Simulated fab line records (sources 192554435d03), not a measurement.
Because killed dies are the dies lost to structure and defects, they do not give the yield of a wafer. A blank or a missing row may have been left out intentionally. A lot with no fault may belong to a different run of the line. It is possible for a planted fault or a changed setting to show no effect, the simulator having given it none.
fab line records	flow n5Finfet
record lots=8	wafers=24	lastDay=17
route steps=1938 shown BEOL_M4@1111 BEOL_M7@1280 PASSIVATION@1936
lots that met no fault: taken from a fault-free run of the same line
startH: hours from the record's first day to the start of the lot's first wafer shown	waitH: hours from the lot's prior step to this one	" the same as in the row above	L1.1+2: several wafers, shown together as one row	- no value, or no start given	* or withheld: withheld	< > ~ a bound
route shown NAME@n: a module of which the file shows steps, and the number in the route of the first	usual: mean and standard deviation over wafers with no fault	same: alike in all rows	chamber/n: place in a boat	sites: the reading at each site	_std_site: standard deviation of those values	_edge_site: mean of outer sites minus mean of inner sites	radiusMm: for every site, how far away it sits from the centre of the wafer	mask NAME#n: copy n	behind: tool/chamber where the wafer was last shaped	hold: cause of the lot's hold/its duration in hours/its outcome	device: which transistor (n, p or np) failed to switch	end of line: tests of these same wafers at the route's end	a step with no rows: only its recipe	killed: the dies lost at the first sort to structure and to defects; this is not the yield of the wafer	map: a wafer's dies, marking killed ones x, the rest . and places with no die _
set.NAME: the setting as run; set.NAME@STEP: as run at that earlier step	model.NAME: the simulator's own value behind a step, which no gauge read
route steps across a sampled set of lots; one table per step, one row per wafer
services: the hour from which a tool's chamber was out of use, counted from the record's first day as startH (under 0 if before that day), plus the number of hours and why
## steps
# step N5_BEOL_M4_RC_MEAS_101
# usual DIBL_N=36.4/1.6	DIBL_P=35.9/2	IOFF_N=0.152/0.03	IOFF_P=0.20/0.032	ION_N=670/12	ION_P=459/7.3	SS_N=71.6/0.55	SS_P=73.2/0.69	VT_N=251/3.5	VT_P=-252/3.2
lot.wafer	tool	chamber	startH	waitH	DIBL_N[mV/V]	DIBL_P[mV/V]	IOFF_N[nA/um]	IOFF_P[nA/um]	ION_N[uA/um]	ION_P[uA/um]	SS_N[mV/dec]	SS_P[mV/dec]	VT_N[mV]	VT_P[mV]
L945.3	prober-01	0	197.53	0.3	37.2	37.4	0.177	0.22	688	468	72.4	73.6	247	-248
L945.5	"	0	"	"	35.7	35.0	0.148	0.19	679	459	71.9	72.8	251	-252
L945.6	"	0	"	"	34.9	35.2	0.142	0.18	678	460	71.8	72.6	251	-250
L946.2	prober-01	0	202.12	0.2	35.9	36.7	0.156	0.19	681	459	71.3	72.8	250	-255
L946.3	"	0	"	"	37.1	38.8	0.180	0.23	682	464	71.5	74.0	247	-248
L946.4	"	0	"	"	36.8	38.9	0.170	0.22	681	464	71.7	73.8	249	-250
L955.1	prober-02	0	260.82	0.0	38.0	39.1	0.190	0.26	674	460	71.9	73.9	249	-248
L955.3	"	0	"	"	35.8	35.4	0.144	0.18	662	455	71.7	73.1	249	-255
L955.4	"	0	"	"	35.5	34.2	0.139	0.17	668	455	71.2	73.3	253	-255
L956.2	prober-02	0	268.02	0.2	36.4	33.2	0.152	0.16	665	445	71.5	72.6	252	-254
L956.3	"	0	"	"	35.1	32.5	0.121	0.15	662	451	71.3	71.9	255	-254
L956.4	"	0	"	"	34.6	32.4	0.122	0.15	655	445	70.8	72.6	255	-255
L958.1	prober-01	0	283.24	0.0	35.1	34.8	0.137	0.18	665	457	71.3	72.7	253	-251
L958.2	"	0	"	"	36.5	37.0	0.164	0.22	690	466	71.9	71.8	248	-249
L958.6	"	0	"	"	36.9	36.8	0.167	0.22	677	467	72.7	73.3	251	-251
L957.3	prober-02	0	283.65	0.3	35.8	36.0	0.133	0.21	670	467	71.9	73.4	252	-248
L957.4	"	0	"	"	36.6	36.2	0.144	0.22	676	464	72.5	73.8	250	-248
L957.6	"	0	"	"	38.1	37.4	0.160	0.24	679	466	71.7	74.0	253	-248
L959.3	prober-02	0	286.72	0.3	34.8	35.7	0.120	0.18	656	458	71.3	73.2	255	-254
L959.4	"	0	"	"	37.4	36.9	0.139	0.20	639	444	72.3	73.4	260	-253
L959.5	"	0	"	"	33.3	33.8	0.092	0.16	638	453	70.8	72.5	262	-253
L962.1	prober-01	0	304.86	0.0	35.5	34.9	0.136	0.17	653	444	71.0	72.5	253	-254
L962.4	"	0	"	"	37.1	37.8	0.177	0.21	669	451	71.6	73.4	249	-251
L962.6	"	0	"	"	37.3	36.7	0.158	0.20	661	451	71.6	72.5	251	-252
# step N5_BEOL_M7_ETCH_61
# recipe chemistry=CF4	target=SiARC	targetDepthA=455	maskMaterial=CAR-ArF	timeS=75.8	ionEnergyEv=80	pressureMtorr=40	sourceW=545	biasW=36	Ar_flow_sccm=100	cf4FlowSccm=100	ends=cleared
# usual biasW=35.99/0.098	cf4FlowSccm=100.02/0.28	chamberPressureMTorr=40.00/0.038	drypumpMotorCurrentA=5.7/0.4	etchRfOnTimeS=74.8/1.3	oesProductAu=0.70/0.087	rfVppV=184.2/1.1	showerheadPlenumPTorr=2.15/0.067	throttleValvePct=15.58/0.2
lot.wafer	tool	chamber	startH	waitH	biasW	cf4FlowSccm	chamberPressureMTorr	drypumpMotorCurrentA	etchRfOnTimeS	oesProductAu	rfHoursCounterH	rfVppV	showerheadPlenumPTorr	throttleValvePct
L945.3	rieDiel-06	3	220.86	0.0	35.90	100.06	40.00	5.3	75.8	0.84	4	186.1	2.29	15.66
L945.5	"	1	"	"	36.05	100.09	40.04	6.1	74.1	0.74	-	183.6	2.09	15.27
L945.6	"	2	"	"	36.02	99.87	39.96	5.9	76.1	0.59	-	184.4	2.12	15.83
L946.2	rieDiel-02	3	225.94	0.0	35.93	99.88	40.06	5.6	74.3	0.71	78	186.7	2.17	15.52
L946.3	"	2	"	"	36.07	99.82	40.01	6.1	74.3	0.83	9	184.6	2.19	15.40
L946.4	"	1	"	"	36.06	100.11	40.08	5.4	75.3	0.62	199	184.9	2.20	15.92
L955.1	rieDiel-06	1	283.37	0.0	36.02	99.98	39.97	6.1	73.7	0.72	87	184.6	2.08	15.30
L955.3	"	3	"	"	35.85	100.23	40.01	5.2	74.4	0.81	18	185.0	2.28	15.69
L955.4	"	0	"	"	35.97	99.67	40.07	5.2	76.6	0.59	210	182.4	2.03	15.84
L956.2	rieDiel-05	1	289.39	0.0	36.12	100.45	39.99	5.8	73.6	0.65	186	184.6	2.21	15.43
L956.3	"	0	"	"	36.02	100.14	39.98	5.1	73.0	0.81	6	185.7	2.19	15.53
L956.4	"	0	"	"	36.02	100.22	40.02	5.1	72.8	0.82	-	183.3	2.19	15.54
L957.3	rieDiel-02	0	305.55	0.0	36.12	100.78	40.04	6.5	72.9	0.73	53	184.6	2.17	15.52
L957.4	"	2	"	"	35.86	100.19	40.08	6.2	74.5	0.78	31	184.5	2.18	15.45
L957.6	"	1	"	"	35.87	99.88	40.00	5.4	74.8	0.61	-	183.2	2.20	15.97
L958.1	rieDiel-06	3	305.85	0.0	36.23	99.44	39.98	5.3	73.2	0.80	26	186.3	2.28	15.69
L958.2	"	1	"	"	36.01	100.41	39.98	6.0	73.4	0.72	95	184.3	2.08	15.31
L958.6	"	1	"	"	36.02	100.13	39.99	6.1	72.9	0.71	-	183.2	2.08	15.31
L959.3	rieDiel-05	2	311.86	0.0	36.05	100.21	39.95	5.6	73.9	0.64	171	182.4	2.06	15.65
L959.4	"	1	"	"	35.98	100.32	39.94	5.7	74.6	0.64	193	185.4	2.20	15.44
L959.5	"	1	"	"	36.13	100.30	40.01	5.8	74.5	0.63	-	185.6	2.20	15.45
L962.1	rieDiel-06	2	330.79	0.0	36.09	99.78	40.04	5.9	73.3	0.84	3	183.3	2.11	15.36
L962.4	"	3	"	"	36.05	99.84	39.99	5.3	74.6	0.78	34	184.2	2.27	15.72
L962.6	"	0	"	"	35.98	100.02	40.00	5.2	78.0	0.58	-	182.9	2.03	15.87
# step N5_BEOL_M7_ETCH_62
# recipe chemistry=N2/H2	target=SOC	targetDepthA=1100	overetchA=220	maskMaterial=SiARC	tempC=40	timeS=165	ionEnergyEv=200	pressureMtorr=30	sourceW=840	biasW=150	n2FlowSccm=200	h2FlowSccm=200
# usual biasW=150.1/0.44	chamberPressureMTorr=30.000/0.026	drypumpMotorCurrentA=5.7/0.4	oesProductAu=0.69/0.082	rfVppV=524.1/2.6	showerheadPlenumPTorr=2.55/0.091	throttleValvePct=17.74/0.25
lot.wafer	tool	chamber	startH	waitH	biasW	chamberPressureMTorr	drypumpMotorCurrentA	oesProductAu	rfHoursCounterH	rfVppV	showerheadPlenumPTorr	throttleValvePct
L945.3	rieDiel-06	3	220.91	0.0	149.8	30.001	5.3	0.84	4	528.9	2.72	17.84
L945.5	"	1	"	"	150.3	30.006	6.0	0.73	-	522.6	2.45	17.22
L945.6	"	2	"	"	149.5	30.015	5.9	0.59	-	521.4	2.51	17.91
L946.2	rieDiel-02	3	225.99	0.0	149.7	29.968	5.6	0.69	78	524.2	2.56	17.67
L946.3	"	2	"	"	149.9	30.027	6.1	0.82	9	526.5	2.59	17.57
L946.4	"	1	"	"	150.4	29.981	5.4	0.62	199	527.0	2.63	18.23
L955.1	rieDiel-06	1	283.43	0.0	150.0	29.996	6.0	0.70	87	521.5	2.44	17.26
L955.3	"	3	"	"	149.6	30.010	5.2	0.80	18	527.9	2.71	17.86
L955.4	"	0	"	"	149.7	29.986	5.2	0.60	210	520.9	2.41	17.99
L956.2	rieDiel-05	1	289.45	0.0	150.0	29.982	5.8	0.64	186	526.0	2.64	17.74
L956.3	"	0	"	"	150.3	29.975	5.1	0.80	6	525.0	2.61	17.82
L956.4	"	0	"	"	150.1	30.053	5.1	0.80	-	525.8	2.61	17.82
L957.3	rieDiel-02	0	305.61	0.0	149.8	29.940	6.5	0.71	53	525.8	2.59	17.83
L957.4	"	2	"	"	150.2	30.024	6.2	0.77	31	526.3	2.58	17.61
L957.6	"	1	"	"	150.2	29.992	5.4	0.61	-	525.4	2.62	18.27
L958.1	rieDiel-06	3	305.90	0.0	149.8	30.040	5.2	0.78	26	530.1	2.71	17.87
L958.2	"	1	"	"	150.5	30.025	6.0	0.70	95	523.5	2.44	17.25
L958.6	"	1	"	"	150.0	29.987	6.1	0.69	-	522.0	2.44	17.28
L959.3	rieDiel-05	2	311.92	0.0	150.0	29.986	5.6	0.63	171	521.6	2.41	17.67
L959.4	"	1	"	"	149.9	29.973	5.8	0.63	193	528.0	2.64	17.75
L959.5	"	1	"	"	151.0	29.973	5.8	0.62	-	526.2	2.64	17.77
L962.1	rieDiel-06	2	330.84	0.0	149.7	29.979	5.9	0.81	3	522.0	2.50	17.54
L962.4	"	3	"	"	150.4	29.979	5.2	0.77	34	529.5	2.70	17.88
L962.6	"	0	"	"	150.0	29.937	5.2	0.58	-	520.6	2.40	18.02
# step N5_BEOL_M7_TRENCH_ETCH_37
# recipe chemistry=C4F6/O2	targetDepthA=934.78	target=SiCOH_lowk	timeS=31.2	ionEnergyEv=250	pressureMtorr=30	sourceW=345	biasW=185	Ar_flow_sccm=300	C4F6_flow_sccm=10	O2_flow_sccm=10
# usual C4F6_flow_sccm=10.007/0.025	O2_flow_sccm=10.00/0.031	chamberPressureMTorr=29.998/0.026	drypumpMotorCurrentA=5.7/0.39	oes_f_703_au=0.81/0.091	oesProductAu=0.80/0.098	rfVppV=658/13	showerheadPlenumPTorr=2.86/0.1	throttleValvePct=20.91/0.19
lot.wafer	tool	chamber	startH	waitH	C4F6_flow_sccm	O2_flow_sccm	chamberPressureMTorr	drypumpMotorCurrentA	oes_f_703_au	oesProductAu	rfHoursCounterH	rfVppV	showerheadPlenumPTorr	throttleValvePct
L945.3	rieDiel-05	3	223.52	-	-	-	-	-	-	-	-	-	-	-
L945.5	"	3	"	"	-	-	-	-	-	-	-	-	-	-
L945.6	"	0	"	"	-	-	-	-	-	-	-	-	-	-
L946.2	rieDiel-02	3	227.28	-	-	-	-	-	-	-	-	-	-	-
L946.3	"	2	"	"	-	-	-	-	-	-	-	-	-	-
L946.4	"	1	"	"	-	-	-	-	-	-	-	-	-	-
L955.1	rieDiel-05	2	284.84	-	9.995	10.02	30.015	5.6	0.76	0.75	162	658	2.73	20.84
L955.3	"	0	"	"	10.033	10.06	29.988	5.1	0.95	0.96	4	676	2.92	20.93
L955.4	"	2	"	"	9.982	10.02	29.998	5.6	0.75	0.75	-	658	2.73	20.86
L956.2	rieDiel-02	1	292.16	-	10.014	9.96	30.005	5.4	0.72	0.71	218	644	2.90	21.11
L956.3	"	2	"	"	10.019	9.98	30.018	6.1	0.92	0.92	28	667	2.92	20.88
L956.4	"	3	"	"	10.033	10.04	30.028	5.6	0.82	0.80	98	638	2.88	20.93
L957.3	rieDiel-02	3	307.24	-	10.000	10.05	29.999	5.5	0.81	0.81	102	637	2.88	20.96
L957.4	"	0	"	"	9.960	10.00	29.960	6.5	0.88	0.86	53	649	2.89	20.89
L957.6	"	0	"	"	10.004	9.99	30.054	6.5	0.88	0.85	-	649	2.89	20.88
L958.1	rieDiel-06	0	307.41	-	10.033	10.04	30.016	5.1	0.71	0.68	218	646	2.67	20.93
L958.2	"	3	"	"	10.008	9.98	30.029	5.3	0.91	0.94	26	684	3.02	21.05
L958.6	"	1	"	"	9.978	9.98	30.007	6.0	0.86	0.83	-	661	2.75	20.48
L959.3	rieDiel-02	0	317.80	-	10.036	10.02	30.004	6.5	0.88	0.85	57	647	2.89	20.90
L959.4	"	2	"	"	9.964	10.00	30.034	6.2	0.92	0.91	36	667	2.91	20.90
L959.5	"	1	"	"	9.983	9.95	29.991	5.4	0.72	0.70	-	644	2.89	21.12
L962.1	rieDiel-02	2	332.98	-	9.983	10.01	29.984	6.1	0.91	0.89	40	667	2.91	20.90
L962.4	"	0	"	"	10.036	10.05	30.005	6.5	0.87	0.84	61	647	2.88	20.90
L962.6	"	2	"	"	9.996	9.97	30.002	6.1	0.91	0.89	-	668	2.91	20.90
# step N5_BEOL_M7_OCD_MEAS_38
# usual trenchDepthNm=93.6/1.6
lot.wafer	tool	chamber	startH	waitH	trenchDepthNm
L945.3	ocd-01	-	223.68	-	0.1
L945.5	"	-	"	"	0
L945.6	"	-	"	"	0.3
L946.2	ocd-02	-	227.44	-	0
L946.3	"	-	"	"	0.3
L946.4	"	-	"	"	0.7
L955.1	ocd-02	-	285.00	-	94.5
L955.3	"	-	"	"	95.1
L955.4	"	-	"	"	94.2
L956.2	ocd-02	-	292.31	-	93.2
L956.3	"	-	"	"	94.7
L956.4	"	-	"	"	93.9
L957.3	ocd-01	-	307.40	-	94.1
L957.4	"	-	"	"	95.5
L957.6	"	-	"	"	94.7
L958.1	ocd-01	-	307.61	-	89.9
L958.2	"	-	"	"	95.0
L958.6	"	-	"	"	94.2
L959.3	ocd-02	-	317.96	-	95.0
L959.4	"	-	"	"	94.6
L959.5	"	-	"	"	92.9
L962.1	ocd-01	-	333.14	-	92.4
L962.4	"	-	"	"	93.7
L962.6	"	-	"	"	93.5
# step N5_BEOL_M7_DEGAS_44
# recipe ambient=vacuum	tempC=250	timeS=60
# usual heaterPowerW=338/33
lot.wafer	tool	chamber	startH	waitH	heaterPowerW
L945.3	pvdSputter-01	-	224.19	0.2	388
L945.5	"	-	"	"	383
L945.6	"	-	"	"	311
L946.2	pvdSputter-01	-	228.83	1.1	384
L946.3	"	-	"	"	296
L946.4	"	-	"	"	323
L955.1	pvdSputter-01	-	285.56	0.3	303
L955.3	"	-	"	"	390
L955.4	"	-	"	"	303
L956.2	pvdSputter-03	-	293.14	0.5	385
L956.3	"	-	"	"	370
L956.4	"	-	"	"	301
L957.3	pvdSputter-03	-	307.98	0.2	392
L957.4	"	-	"	"	363
L957.6	"	-	"	"	360
L958.1	pvdSputter-01	-	308.27	0.3	319
L958.2	"	-	"	"	384
L958.6	"	-	"	"	307
L959.3	pvdSputter-01	-	318.61	0.3	392
L959.4	"	-	"	"	302
L959.5	"	-	"	"	316
L962.1	pvdSputter-01	-	333.73	0.3	323
L962.4	"	-	"	"	298
L962.6	"	-	"	"	381
# step N5_PASSIVATION_PROBE_49
# usual defectLimitedYield=91.7/1.2	killed_at_M0_to_M3=33/9.5	killed_at_M4_up=13/4.9	killedAtContacts=13/6.6	killedAtFrontEnd=36/11	killedAtOther=3.0/2.6	killedDies=97/14	killedOnRim=13/3.8	killedOpen=65/11	killedShort=31/6.6	sort_bin_5_function=4.8/0.82	sort_bin_6_memory=3.1/0.58	sort_bin_8_speed=0.00/0.02	sortNPass=1083/14	sortYieldPct=91.7/1.2
# same grossDies=1180	killedAtBackSide=0	sort_bin_4_leakage[%]=0
lot.wafer	tool	chamber	startH	waitH	defectLimitedYield[%]	killed_at_M0_to_M3	killed_at_M4_up	killedAtContacts	killedAtFrontEnd	killedAtOther	killedDies	killedOnRim	killedOpen	killedShort	sort_bin_5_function[%]	sort_bin_6_memory[%]	sort_bin_8_speed[%]	sortNPass	sortYieldPct[%]
L945.3	prober-02	-	294.13	0.1	0	24	1108	11	29	8	1180	152	46	35	97.5	2.4	0	0	0
L945.5	prober-02	-	294.23	0.2	0	16	1113	13	32	6	1180	152	52	26	97.0	2.9	0	0	0
L945.6	prober-02	-	294.28	0.3	0	26	1086	9	48	11	1180	152	72	30	96.4	3.1	0	0	0
L946.2	prober-02	-	302.36	0.1	0	24	1118	7	31	0	1180	152	45	29	97.5	2.3	0	0	0
L946.3	prober-02	-	302.41	0.1	0	27	1089	24	38	2	1180	152	84	26	96.0	3.4	0.08	0	0
L946.4	prober-02	-	302.46	0.2	0	29	1111	16	23	1	1180	152	53	27	97.3	2.4	0	0	0
L955.1	prober-01	-	361.71	0.0	91.4	40	12	7	34	8	101	13	68	32	5.1	3.2	0	1079	91.4
L955.3	prober-01	-	361.81	0.1	91.4	47	12	11	31	1	102	9	66	36	4.7	3.6	0	1078	91.4
L955.4	prober-01	-	361.86	0.2	92.5	34	10	7	27	10	88	8	57	30	4.4	2.8	0	1092	92.5
L956.2	prober-02	-	368.07	0.1	89.8	45	8	27	40	0	120	15	81	39	5.0	4.9	0	1060	89.8
L956.3	prober-02	-	368.12	0.1	91.2	31	11	28	30	4	104	9	71	32	5.2	3.3	0	1076	91.2
L956.4	prober-02	-	368.17	0.2	92.7	24	8	18	36	0	86	11	59	27	3.9	2.8	0	1094	92.7
L958.1	prober-02	-	378.76	0.0	93.2	34	5	12	22	7	80	12	52	28	4.2	2.4	0	1100	93.2
L958.2	prober-02	-	378.81	0.1	92.6	23	8	14	34	8	87	11	55	32	4.0	3.1	0	1093	92.6
L958.6	prober-02	-	379.01	0.3	91.7	35	10	19	32	2	98	15	59	39	4.7	3.3	0	1082	91.7
L957.3	prober-02	-	381.54	0.1	90.4	40	9	23	39	2	113	11	74	38	5.3	3.9	0	1067	90.4
L957.4	prober-02	-	381.59	0.2	91.1	34	16	23	32	0	105	14	73	32	5.8	2.6	0	1075	91.1
L957.6	prober-02	-	381.69	0.3	91.0	36	11	18	41	0	106	15	81	24	5.3	3.1	0	1074	91.0
L959.3	prober-01	-	392.08	0.1	89.9	40	12	17	44	6	119	16	77	39	5.7	4.0	0	1061	89.9
L959.4	prober-01	-	392.13	0.2	92.0	19	25	8	37	5	94	15	56	35	4.6	2.9	0.08	1085	91.9
L959.5	prober-01	-	392.18	0.2	90.3	35	11	10	57	2	115	22	78	37	6.9	2.8	0	1065	90.3
L962.1	prober-02	-	415.26	0.0	93.2	18	22	6	29	5	80	9	54	26	4.0	2.6	0	1100	93.2
L962.4	prober-02	-	415.41	0.2	92.5	36	19	7	23	3	88	17	56	30	4.1	3.0	0	1092	92.5
L962.6	prober-02	-	415.51	0.3	94.4	19	16	15	13	3	66	6	41	25	3.1	2.5	0	1114	94.4
# killed by level:class
L945.3 BEOL_M7:areaEtch=1099 MOL_CONTACT_COAG:geometricParticle:open=11 FIN_SAQP:geometricParticle:short=7 BEOL_M4:geometricParticle:open=6 FIN_SAQP:geometricParticle:open=5 BEOL_M0_SAQP:geometricParticle:short=5 BEOL_M0_SAQP:geometricParticle:open=5 BEOL_M3:geometricParticle:open=5
L945.5 BEOL_M7:areaEtch=1102 MOL_CONTACT_COAG:geometricParticle:open=11 STI_FIN_REVEAL:geometricParticle:open=8 STI_FIN_REVEAL:geometricParticle:short=4 BEOL_M0_SAQP:geometricParticle:short=4 BEOL_M8:geometricParticle:open=4 FIN_SAQP:geometricParticle:short=3 DUMMY_GATE:geometricParticle:open=3
L945.6 BEOL_M7:areaEtch=1078 STI_FIN_REVEAL:geometricParticle:open=11 DUMMY_GATE:geometricParticle:open=9 FIN_SAQP:geometricParticle:open=8 BEOL_M2:geometricParticle:open=8 MOL_CONTACT_COAG:geometricParticle:open=7 BEOL_M0_SAQP:geometricParticle:short=6 BEOL_M3:geometricParticle:open=6
L946.2 BEOL_M7:areaEtch=1106 MOL_CONTACT_COAG:geometricParticle:open=6 BEOL_M0_SAQP:geometricParticle:short=6 BEOL_M2:geometricParticle:open=6 STI_FIN_REVEAL:geometricParticle:open=5 BEOL_M0_SAQP:geometricParticle:open=5 DUMMY_GATE:geometricParticle:open=4 ILD0:geometricParticle:short=4
L946.3 BEOL_M7:areaEtch=1069 MOL_CONTACT_COAG:geometricParticle:open=22 BEOL_M4:geometricParticle:open=14 STI_FIN_REVEAL:geometricParticle:open=10 FIN_SAQP:geometricParticle:short=7 BEOL_M2:geometricParticle:open=6 BEOL_M3:geometricParticle:open=6 STARTING-WAFER:geometricParticle:open=6
L946.4 BEOL_M7:areaEtch=1100 MOL_CONTACT_COAG:geometricParticle:open=11 STI_FIN_REVEAL:geometricParticle:open=6 BEOL_M0_SAQP:geometricParticle:open=6 BEOL_M0:geometricParticle:short=6 MOL_CONTACT_COAG:geometricParticle:short=5 BEOL_M2:geometricParticle:open=5 BEOL_M1:geometricParticle:open=4
L955.1 BEOL_M2:geometricParticle:open=14 BEOL_M0_SAQP:geometricParticle:open=8 GATE_CUT:geometricParticle:short=7 BEOL_M3:geometricParticle:open=7 FIN_SAQP:geometricParticle:short=6 DUMMY_GATE:geometricParticle:open=6 MOL_CONTACT_COAG:geometricParticle:open=6 STARTING-WAFER:geometricParticle:open=5
L955.3 MOL_CONTACT_COAG:geometricParticle:open=10 DUMMY_GATE:geometricParticle:open=9 BEOL_M1:geometricParticle:open=9 BEOL_M3:geometricParticle:open=7 BEOL_M0_SAQP:geometricParticle:short=6 BEOL_M0_SAQP:geometricParticle:open=6 BEOL_M2:geometricParticle:open=6 BEOL_M3:geometricParticle:short=6
L955.4 BEOL_M1:geometricParticle:open=8 STI_FIN_REVEAL:geometricParticle:open=7 FIN_SAQP:geometricParticle:short=5 FIN_SAQP:geometricParticle:open=5 BEOL_M2:geometricParticle:open=5 MOL_CONTACT_COAG:geometricParticle:open=4 BEOL_M3:geometricParticle:open=4 PAD_METAL:geometricParticle:open=4
L956.2 MOL_CONTACT_COAG:geometricParticle:open=21 BEOL_M2:geometricParticle:open=10 BEOL_M1:geometricParticle:open=10 BEOL_M0_SAQP:geometricParticle:open=9 BEOL_M0_SAQP:geometricParticle:short=9 FIN_SAQP:geometricParticle:open=7 STI_FIN_REVEAL:geometricParticle:open=7 FIN_SAQP:geometricParticle:short=6
L956.3 MOL_CONTACT_COAG:geometricParticle:open=23 BEOL_M2:geometricParticle:open=8 BEOL_M4:geometricParticle:open=7 GATE_CUT:geometricParticle:short=6 MOL_CONTACT_COAG:geometricParticle:short=5 BEOL_M1:geometricParticle:open=5 STI_FIN_REVEAL:geometricParticle:open=4 DUMMY_GATE:geometricParticle:open=4
L956.4 STI_FIN_REVEAL:geometricParticle:open=13 MOL_CONTACT_COAG:geometricParticle:open=12 MOL_CONTACT_COAG:geometricParticle:short=6 BEOL_M0_SAQP:geometricParticle:short=6 BEOL_M3:geometricParticle:open=5 DUMMY_GATE:geometricParticle:open=5 GATE_CUT:geometricParticle:short=5 STARTING-WAFER:geometricParticle:open=5
L958.1 BEOL_M1:geometricParticle:open=13 MOL_CONTACT_COAG:geometricParticle:open=10 BEOL_M2:geometricParticle:open=7 PAD_METAL:geometricParticle:short=5 FIN_SAQP:geometricParticle:short=4 BEOL_M0_SAQP:geometricParticle:open=3 BEOL_M1:geometricParticle:short=3 STARTING-WAFER:geometricParticle:open=3
L958.2 FIN_SAQP:geometricParticle:open=10 MOL_CONTACT_COAG:geometricParticle:open=9 FIN_SAQP:geometricParticle:short=7 BEOL_M2:geometricParticle:open=6 BEOL_M0_SAQP:geometricParticle:open=6 MOL_CONTACT_COAG:geometricParticle:short=5 BEOL_M4:geometricParticle:open=5 PAD_METAL:geometricParticle:short=5
L958.6 BEOL_M0_SAQP:geometricParticle:short=16 MOL_CONTACT_COAG:geometricParticle:open=14 FIN_SAQP:geometricParticle:open=8 BEOL_M0_SAQP:geometricParticle:open=8 BEOL_M2:geometricParticle:open=7 FIN_SAQP:geometricParticle:short=5 MOL_CONTACT_COAG:geometricParticle:short=5 BEOL_M4:geometricParticle:open=5
L957.3 MOL_CONTACT_COAG:geometricParticle:open=19 FIN_SAQP:geometricParticle:open=15 BEOL_M0_SAQP:geometricParticle:short=13 BEOL_M0_SAQP:geometricParticle:open=11 FIN_SAQP:geometricParticle:short=7 BEOL_M1:geometricParticle:open=6 STI_FIN_REVEAL:geometricParticle:open=5 MOL_CONTACT_COAG:geometricParticle:short=4
L957.4 MOL_CONTACT_COAG:geometricParticle:open=15 STI_FIN_REVEAL:geometricParticle:open=12 BEOL_M2:geometricParticle:open=12 BEOL_M1:geometricParticle:open=9 MOL_CONTACT_COAG:geometricParticle:short=8 BEOL_M3:geometricParticle:open=7 STARTING-WAFER:geometricParticle:short=5 FIN_SAQP:geometricParticle:short=4
L957.6 MOL_CONTACT_COAG:geometricParticle:open=15 STI_FIN_REVEAL:geometricParticle:open=12 FIN_SAQP:geometricParticle:open=11 BEOL_M3:geometricParticle:open=8 BEOL_M0:geometricParticle:open=7 BEOL_M5:geometricParticle:open=6 BEOL_M0_SAQP:geometricParticle:open=5 BEOL_M2:geometricParticle:open=5
L959.3 BEOL_M2:geometricParticle:open=13 MOL_CONTACT_COAG:geometricParticle:open=12 STI_FIN_REVEAL:geometricParticle:open=11 BEOL_M0_SAQP:geometricParticle:short=9 BEOL_M0_SAQP:geometricParticle:open=6 FIN_SAQP:geometricParticle:open=5 GATE_CUT:geometricParticle:short=5 MOL_CONTACT_COAG:geometricParticle:short=5
L959.4 BEOL_M4:geometricParticle:open=10 STI_FIN_REVEAL:geometricParticle:open=9 FIN_SAQP:geometricParticle:short=6 BEOL_M0_SAQP:geometricParticle:short=6 GATE_CUT:geometricParticle:short=5 MOL_CONTACT_COAG:geometricParticle:open=5 BEOL_M0_SAQP:geometricParticle:open=4 BEOL_M8:geometricParticle:open=4
L959.5 STI_FIN_REVEAL:geometricParticle:open=15 BEOL_M0_SAQP:geometricParticle:short=10 MOL_CONTACT_COAG:geometricParticle:open=8 BEOL_M0_SAQP:geometricParticle:open=8 FIN_SAQP:geometricParticle:open=7 FIN_SAQP:geometricParticle:short=6 GATE_CUT:geometricParticle:open=6 BEOL_M2:geometricParticle:open=6
L962.1 BEOL_M4:geometricParticle:open=14 BEOL_M1:geometricParticle:open=8 FIN_SAQP:geometricParticle:short=6 STI_FIN_REVEAL:geometricParticle:open=6 MOL_CONTACT_COAG:geometricParticle:open=6 GATE_CUT:geometricParticle:short=6 BEOL_M3:geometricParticle:open=3 BEOL_M4:geometricParticle:short=3
L962.4 BEOL_M4:geometricParticle:open=10 BEOL_M1:geometricParticle:open=9 BEOL_M0_SAQP:geometricParticle:short=5 BEOL_M2:geometricParticle:short=5 BEOL_M3:geometricParticle:open=5 STARTING-WAFER:geometricParticle:open=5 MOL_CONTACT_COAG:geometricParticle:open=4 BEOL_M2:geometricParticle:open=4
L962.6 MOL_CONTACT_COAG:geometricParticle:open=11 BEOL_M4:geometricParticle:open=10 MOL_CONTACT_COAG:geometricParticle:short=4 BEOL_M1:geometricParticle:short=4 BEOL_M1:geometricParticle:open=4 DUMMY_GATE:geometricParticle:short=3 BEOL_M4:geometricParticle:short=3 BEOL_M3:geometricParticle:short=3
## services
tool	chamber	startH	hours	kind
rieDiel-06	3	224.10	7.6	repair
rieDiel-06	-	243.11	0.3	repair
rieDiel-05	0	245.49	-	clean
rieDiel-05	0	245.49	-	consumableReplace:focusRing
rieDiel-05	0	245.49	29.2	scheduledDown
rieDiel-05	0	245.49	29.2	ventCycle
rieDiel-05	3	275.11	-	clean
rieDiel-05	3	275.11	-	consumableReplace:focusRing
rieDiel-05	3	275.11	23.4	scheduledDown
rieDiel-05	3	275.11	23.4	ventCycle
rieDiel-06	2	292.53	-	clean
rieDiel-06	2	292.53	-	consumableReplace:esc
rieDiel-06	2	292.53	-	consumableReplace:focusRing
rieDiel-06	2	292.53	28.4	scheduledDown
rieDiel-06	2	292.53	28.4	ventCycle
rieDiel-05	-	302.74	0.3	repair
## key
firstSign step=N5_BEOL_M7_TRENCH_ETCH_37	reading=toolRecord	direction=missing
effect step=N5_BEOL_M7_OCD_MEAS_38	reading=trenchDepthNm	direction=down	sigmas=58	usual=93.6	struck=0.2
effect step=N5_PASSIVATION_PROBE_49	reading=killed_at_M4_up	direction=up	sigmas=99+	usual=13	struck=1104
moreKillsBornAt N5_BEOL_M7_TRENCH_ETCH_37@rieDiel-05=3279	N5_BEOL_M7_TRENCH_ETCH_37@rieDiel-02=3275
metAt N5_BEOL_M7_TRENCH_ETCH_37
struckLots L945,L946
laterRowsLeftOut L945.3,L945.5,L945.6,L946.2,L946.3,L946.4
notActingAt N5_BEOL_M7_ETCH_61,N5_BEOL_M7_ETCH_62,N5_BEOL_M7_DEGAS_44
fault kind=skippedStepWhole	tool=rieDiel-02,rieDiel-05	chamber=-	onsetH=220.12	steps=N5_BEOL_M7_TRENCH_ETCH_37	scope=struckLotsOnly
# laterRowsLeftOut: the simulator's readings of these wafers behind a module that went badly wrong aren't trusted and aren't shown, but for the sort
